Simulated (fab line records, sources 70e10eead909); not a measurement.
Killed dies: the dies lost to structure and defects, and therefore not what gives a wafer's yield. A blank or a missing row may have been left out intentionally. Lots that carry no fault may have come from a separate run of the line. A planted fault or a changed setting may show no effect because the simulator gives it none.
fab line records ; flow nand_harc
[record] lots = 6; wafers = 16; last_day = 25
route steps=1159 shown A_ONON_D1@430 END@1159
lots untouched by any fault: they come from a run of this same line in which no faults occurred
start_h: hours from the record's first day to the start of the lot's first wafer shown ; wait_h: how many hours have passed since the lot's step before this one ; " same as the row above ; L1.1+2: one row covering several wafers at once ; - no value, or no start given ; * or withheld: withheld ; < > ~ a bound
route shown NAME@n: NAME is a module with steps in the file, n the number in the route of the first one ; usual: the fault-free wafers' mean and standard deviation ; same: alike in all rows ; chamber/n: place in a boat ; sites: each site's reading ; _std_site: the standard deviation of these ; _edge_site: inner sites' mean taken away from outer sites' mean ; radius_mm: for every site, how far away it sits from the centre of the wafer ; mask NAME#n: copy n ; behind: tool/chamber where the wafer was last shaped ; hold: what put the lot on hold/how long, in hours/how the hold closed ; device: whichever transistor did not switch (one of n, p or np) ; end of line: the same wafers' tests at the end of the route ; a step without rows: its recipe alone ; killed: the dies lost at the first sort to structure and to defects; this is not the yield of the wafer ; map: a wafer's dies, x killed, . not, _ none there
set.NAME: the setting the step ran with; set.NAME@STEP: the setting that earlier step ran with ; model.NAME: the simulator's own value behind a step, which no gauge read
lots at selected steps of the route; one table per step, one row per wafer
services: when a tool's chamber went out of use (start_h, in hours from the record's first day, below 0 if earlier), for how many hours, and the reason
[[steps]]
[step NHARC_A_ONON_D1_DEP_09]
[recipe] target_thk_a = 10000; n2_flow_sccm = 2750; n2o_flow_sccm = 2000; nh3_flow_sccm = 500; sih4_flow_sccm = 210; temp_c = 400
[step NHARC_A_ONON_D1_THK_MEAS_11]
[recipe] thk_meas_gauge = ellipsometry
[usual] thk_nm = 1000/9.4
lot.wafer;tool;chamber;start_h;wait_h;thk_nm
L891.2;film_metro-01;-;145.95;-;996
L891.4;film_metro-01;-;145.95;-;997
L891.5;film_metro-01;-;145.95;-;995
L892.1;film_metro-01;-;167.76;-;1016
L892.4;film_metro-01;-;167.76;-;1017
L892.6;film_metro-01;-;167.76;-;1017
L896.1;film_metro-02;-;184.64;-;999
L896.5;film_metro-02;-;184.64;-;1000
L896.6;film_metro-02;-;184.64;-;999
L909.5;film_metro-01;-;260.83;-;996
L909.6;film_metro-01;-;260.83;-;994
L907.1;film_metro-01;-;261.04;-;995
L907.3;film_metro-01;-;261.04;-;995
L913.1;film_metro-02;-;287.91;-;992
L913.3;film_metro-02;-;287.91;-;991
L913.4;film_metro-02;-;287.91;-;995
[step NHARC_A_ONON_D1_DEP_12]
[recipe] target_thk_a = 10000; n2_flow_sccm = 2750; n2o_flow_sccm = 2000; nh3_flow_sccm = 500; sih4_flow_sccm = 210; temp_c = 400
[step NHARC_A_ONON_D1_THK_MEAS_14]
[recipe] thk_meas_gauge = ellipsometry
[usual] thk_nm = 997/7.8
lot.wafer;tool;chamber;start_h;wait_h;thk_nm
L891.2;film_metro-01;-;146.52;-;990
L891.4;film_metro-01;-;146.52;-;988
L891.5;film_metro-01;-;146.52;-;987
L892.1;film_metro-02;-;168.33;-;992
L892.4;film_metro-02;-;168.33;-;992
L892.6;film_metro-02;-;168.33;-;993
L896.1;film_metro-01;-;185.21;-;994
L896.5;film_metro-01;-;185.21;-;994
L896.6;film_metro-01;-;185.21;-;993
L909.5;film_metro-01;-;261.40;-;1004
L909.6;film_metro-01;-;261.40;-;1005
L907.1;film_metro-02;-;261.61;-;999
L907.3;film_metro-02;-;261.61;-;1003
L913.1;film_metro-01;-;288.48;-;1004
L913.3;film_metro-01;-;288.48;-;1003
L913.4;film_metro-01;-;288.48;-;1005
[step NHARC_A_ONON_D1_ANNEAL_15]
[recipe] temp_c = 750; time_s = 3600
[step NHARC_A_ONON_D1_DEP_16]
[recipe] target_thk_a = 10000; n2_flow_sccm = 2750; n2o_flow_sccm = 2000; nh3_flow_sccm = 500; sih4_flow_sccm = 210; temp_c = 400
[step NHARC_A_ONON_D1_THK_MEAS_18]
[recipe] thk_meas_gauge = ellipsometry
[usual] thk_nm = 1000/8.4
lot.wafer;tool;chamber;start_h;wait_h;thk_nm
L891.2;film_metro-01;-;153.67;-;989
L891.4;film_metro-01;-;153.67;-;990
L891.5;film_metro-01;-;153.67;-;991
L892.1;film_metro-01;-;177.61;-;999
L892.4;film_metro-01;-;177.61;-;999
L892.6;film_metro-01;-;177.61;-;999
L896.1;film_metro-02;-;195.65;-;1002
L896.5;film_metro-02;-;195.65;-;1002
L896.6;film_metro-02;-;195.65;-;1002
L909.5;film_metro-01;-;268.37;-;1011
L909.6;film_metro-01;-;268.37;-;1011
L907.1;film_metro-02;-;268.70;-;997
L907.3;film_metro-02;-;268.70;-;998
L913.1;film_metro-02;-;295.58;-;1015
L913.3;film_metro-02;-;295.58;-;1016
L913.4;film_metro-02;-;295.58;-;1013
[step NHARC_A_ONON_D1_DEP_19]
[recipe] target_thk_a = 10000; n2_flow_sccm = 2750; n2o_flow_sccm = 2000; nh3_flow_sccm = 500; sih4_flow_sccm = 210; temp_c = 400
[step NHARC_A_ONON_D1_THK_MEAS_21]
[recipe] thk_meas_gauge = ellipsometry
[usual] thk_nm = 998/9.3
lot.wafer;tool;chamber;start_h;wait_h;thk_nm
L891.2;film_metro-02;-;154.35;-;996
L891.4;film_metro-02;-;154.35;-;996
L891.5;film_metro-02;-;154.35;-;995
L892.1;film_metro-02;-;178.17;-;990
L892.4;film_metro-02;-;178.17;-;990
L892.6;film_metro-02;-;178.17;-;989
L896.1;film_metro-01;-;196.21;-;1007
L896.5;film_metro-01;-;196.21;-;1005
L896.6;film_metro-01;-;196.21;-;1006
L909.5;film_metro-02;-;268.93;-;989
L909.6;film_metro-02;-;268.93;-;989
L907.1;film_metro-01;-;269.27;-;996
L907.3;film_metro-01;-;269.27;-;997
L913.1;film_metro-01;-;296.15;-;1014
L913.3;film_metro-01;-;296.15;-;1015
L913.4;film_metro-01;-;296.15;-;1014
[step NHARC_A_ONON_D1_DEP_22]
[recipe] target_thk_a = 10000; n2_flow_sccm = 2750; n2o_flow_sccm = 2000; nh3_flow_sccm = 500; sih4_flow_sccm = 210; temp_c = 400
[step NHARC_A_ONON_D1_THK_MEAS_24]
[recipe] thk_meas_gauge = ellipsometry
[usual] thk_nm = 998/7.3
lot.wafer;tool;chamber;start_h;wait_h;thk_nm
L891.2;film_metro-01;-;154.92;-;1000
L891.4;film_metro-01;-;154.92;-;1001
L891.5;film_metro-01;-;154.92;-;1000
L892.1;film_metro-02;-;178.74;-;993
L892.4;film_metro-02;-;178.74;-;993
L892.6;film_metro-02;-;178.74;-;993
L896.1;film_metro-02;-;196.78;-;996
L896.5;film_metro-02;-;196.78;-;995
L896.6;film_metro-02;-;196.78;-;994
L909.5;film_metro-02;-;269.50;-;996
L909.6;film_metro-02;-;269.50;-;995
L907.1;film_metro-01;-;269.83;-;982
L907.3;film_metro-01;-;269.83;-;983
L913.1;film_metro-01;-;296.72;-;988
L913.3;film_metro-01;-;296.72;-;989
L913.4;film_metro-01;-;296.72;-;989
[step NHARC_A_ONON_D1_DEP_25]
[recipe] target_thk_a = 10000; n2_flow_sccm = 2750; n2o_flow_sccm = 2000; nh3_flow_sccm = 500; sih4_flow_sccm = 210; temp_c = 400
[usual] susceptor_temp_C = 400.04/0.25
lot.wafer;tool;chamber;start_h;wait_h;susceptor_temp_C
L891.2;pecvd_onon-04;0;155.05;0.1;399.66
L891.4;pecvd_onon-04;0;155.05;0.1;400.00
L891.5;pecvd_onon-04;0;155.05;0.1;399.64
L892.1;pecvd_onon-01;0;178.80;0.1;400.54
L892.4;pecvd_onon-01;0;178.80;0.1;400.13
L892.6;pecvd_onon-01;0;178.80;0.1;400.22
L896.1;pecvd_onon-04;0;196.83;0.1;400.30
L896.5;pecvd_onon-04;0;196.83;0.1;400.31
L896.6;pecvd_onon-04;0;196.83;0.1;400.52
L909.5;pecvd_onon-01;0;269.79;0.3;400.06
L909.6;pecvd_onon-01;0;269.79;0.3;399.95
L907.1;pecvd_onon-01;0;269.90;0.1;400.04
L907.3;pecvd_onon-01;0;269.90;0.1;400.48
L913.1;pecvd_onon-03;0;296.78;0.1;400.13
L913.3;pecvd_onon-03;0;296.78;0.1;399.77
L913.4;pecvd_onon-03;0;296.78;0.1;400.13
[step NHARC_A_ONON_D1_THK_MEAS_27]
[recipe] thk_meas_gauge = ellipsometry
[usual] thk_nm = 999/7.2
lot.wafer;tool;chamber;start_h;wait_h;thk_nm
L891.2;film_metro-02;-;155.49;-;1014
L891.4;film_metro-02;-;155.49;-;1011
L891.5;film_metro-02;-;155.49;-;1013
L892.1;film_metro-02;-;179.31;-;998
L892.4;film_metro-02;-;179.31;-;1000
L892.6;film_metro-02;-;179.31;-;1000
L896.1;film_metro-02;-;197.35;-;996
L896.5;film_metro-02;-;197.35;-;996
L896.6;film_metro-02;-;197.35;-;997
L909.5;film_metro-01;-;270.07;-;986
L909.6;film_metro-01;-;270.07;-;1388
L907.1;film_metro-02;-;270.41;-;1409
L907.3;film_metro-02;-;270.41;-;1007
L913.1;film_metro-01;-;297.29;-;994
L913.3;film_metro-01;-;297.29;-;996
L913.4;film_metro-01;-;297.29;-;994
[step NHARC_A_ONON_D1_DEP_28]
[recipe] target_thk_a = 10000; n2_flow_sccm = 2750; n2o_flow_sccm = 2000; nh3_flow_sccm = 500; sih4_flow_sccm = 210; temp_c = 400
[step NHARC_END_SORT_01]
[recipe] temp_c = 25
[usual] killed_at_array = 30/10; killed_at_other = 0.5/0.82; killed_at_periphery = 2.9/2; killed_dies = 34/11; killed_open = 3.2/1.8; killed_short = 2.0/1.4
[same] gross_dies = 677
lot.wafer;tool;chamber;start_h;wait_h;killed_at_array;killed_at_other;killed_at_periphery;killed_dies;killed_open;killed_short
L909.6;prober-01;0;554.83;4.0;670;1;6;677;4;0
L907.1;prober-02;0;559.70;2.5;676;0;1;677;4;2
// killed by level:class
L909.6 A_ONON_D1:area_dep=654 A_CHANNEL_HOLE_D1:chamber_film_flake=5 P_ZERO_WELL:chamber_film_flake=4 A_SGD_CUT:chamber_film_flake=4 A_STAIRCASE:chamber_film_flake=3 A_CHANNEL_FILL_D1:geometric_particle:open=2 P_GATE:geometric_particle:open=1 A_BLC:geometric_particle:open=1
L907.1 A_ONON_D1:area_dep=641 A_CHANNEL_HOLE_D1:chamber_film_flake=12 A_BLC:chamber_film_flake=5 A_STAIRCASE:chamber_film_flake=4 A_SGD_CUT:chamber_film_flake=3 A_CONTACT:chamber_film_flake=3 A_CHANNEL_HOLE_D1:geometric_particle:short=1 A_CHANNEL_HOLE_D1:geometric_particle:open=1
// map L907.1 (x killed, . not)
____________x____________
_________xxxxxxx_________
_______xxxxxxxxxxx_______
______xxxxxxxxxxxxx______
_____xxxxxxxxxxxxxxx_____
____xxxxxxxxxxxxxxxxx____
____xxxxxxxxxxxxxxxxx____
___xxxxxxxxxxxxxxxxxxx___
___xxxxxxxxxxxxxxxxxxx___
__xxxxxxxxxxxxxxxxxxxxx__
__xxxxxxxxxxxxxxxxxxxxx__
_xxxxxxxxxxxxxxxxxxxxxxx_
_xxxxxxxxxxxxxxxxxxxxxxx_
_xxxxxxxxxxxxxxxxxxxxxxx_
_xxxxxxxxxxxxxxxxxxxxxxx_
_xxxxxxxxxxxxxxxxxxxxxxx_
xxxxxxxxxxxxxxxxxxxxxxxxx
xxxxxxxxxxxxxxxxxxxxxxxxx
xxxxxxxxxxxxxxxxxxxxxxxxx
xxxxxxxxxxxxxxxxxxxxxxxxx
xxxxxxxxxxxxxxxxxxxxxxxxx
_xxxxxxxxxxxxxxxxxxxxxxx_
_xxxxxxxxxxxxxxxxxxxxxxx_
_xxxxxxxxxxxxxxxxxxxxxxx_
_xxxxxxxxxxxxxxxxxxxxxxx_
_xxxxxxxxxxxxxxxxxxxxxxx_
__xxxxxxxxxxxxxxxxxxxxx__
__xxxxxxxxxxxxxxxxxxxxx__
___xxxxxxxxxxxxxxxxxxx___
___xxxxxxxxxxxxxxxxxxx___
____xxxxxxxxxxxxxxxxx____
____xxxxxxxxxxxxxxxxx____
_____xxxxxxxxxxxxxxx_____
______xxxxxxxxxxxxx______
_______xxxxxxxxxxx_______
_________xxxxxxx_________
____________x____________
// map L909.6 (x killed, . not)
____________x____________
_________xxxxxxx_________
_______xxxxxxxxxxx_______
______xxxxxxxxxxxxx______
_____xxxxxxxxxxxxxxx_____
____xxxxxxxxxxxxxxxxx____
____xxxxxxxxxxxxxxxxx____
___xxxxxxxxxxxxxxxxxxx___
___xxxxxxxxxxxxxxxxxxx___
__xxxxxxxxxxxxxxxxxxxxx__
__xxxxxxxxxxxxxxxxxxxxx__
_xxxxxxxxxxxxxxxxxxxxxxx_
_xxxxxxxxxxxxxxxxxxxxxxx_
_xxxxxxxxxxxxxxxxxxxxxxx_
_xxxxxxxxxxxxxxxxxxxxxxx_
_xxxxxxxxxxxxxxxxxxxxxxx_
xxxxxxxxxxxxxxxxxxxxxxxxx
xxxxxxxxxxxxxxxxxxxxxxxxx
xxxxxxxxxxxxxxxxxxxxxxxxx
xxxxxxxxxxxxxxxxxxxxxxxxx
xxxxxxxxxxxxxxxxxxxxxxxxx
_xxxxxxxxxxxxxxxxxxxxxxx_
_xxxxxxxxxxxxxxxxxxxxxxx_
_xxxxxxxxxxxxxxxxxxxxxxx_
_xxxxxxxxxxxxxxxxxxxxxxx_
_xxxxxxxxxxxxxxxxxxxxxxx_
__xxxxxxxxxxxxxxxxxxxxx__
__xxxxxxxxxxxxxxxxxxxxx__
___xxxxxxxxxxxxxxxxxxx___
___xxxxxxxxxxxxxxxxxxx___
____xxxxxxxxxxxxxxxxx____
____xxxxxxxxxxxxxxxxx____
_____xxxxxxxxxxxxxxx_____
______xxxxxxxxxxxxx______
_______xxxxxxxxxxx_______
_________xxxxxxx_________
____________x____________
[[services]]
tool;chamber;start_h;hours;kind
pecvd_onon-03;-;153.00;13.0;pm
pecvd_onon-04;-;157.34;0.1;repair
pecvd_onon-01;-;195.49;13.0;pm
pecvd_onon-04;-;237.16;13.0;pm
[[key]]
[first_sign] step = NHARC_A_ONON_D1_THK_MEAS_27; reading = thk_nm; direction = up; sigmas = 55; usual = 999; struck = 1399
[effect] step = NHARC_END_SORT_01; reading = killed_at_array; direction = up; sigmas = 62; usual = 30; struck = 673
[more_kills_born_at] NHARC_A_ONON_D1_DEP_25@pecvd_onon-01 = 1295
met_at NHARC_A_ONON_D1_DEP_25
struck_wafers L907.1,L909.6
later_rows_left_out L907.1,L909.6
tester_left_out L907,L909
onset_between 178.80 269.79
[fault] kind = process_parameter_drift; tool = pecvd_onon-01; chamber = -; onset_h = 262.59; steps = NHARC_A_ONON_D1_DEP_25; channel = target_thk_a; offset = *; shape = step; end_h = 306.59; scope = struck_wafers_only; acts_in = *; stated = *
// tester_left_out: of these lots the tester's yield and bins aren't shown, on N5 and GAA mostly nor the transistor test; their killed dies are dies lost to structure and defects alone, not to doping, threshold or leakage, so they don't give the yield
// later_rows_left_out: the simulator's readings of these wafers behind a module that went badly wrong aren't trusted and aren't shown, but for the sort
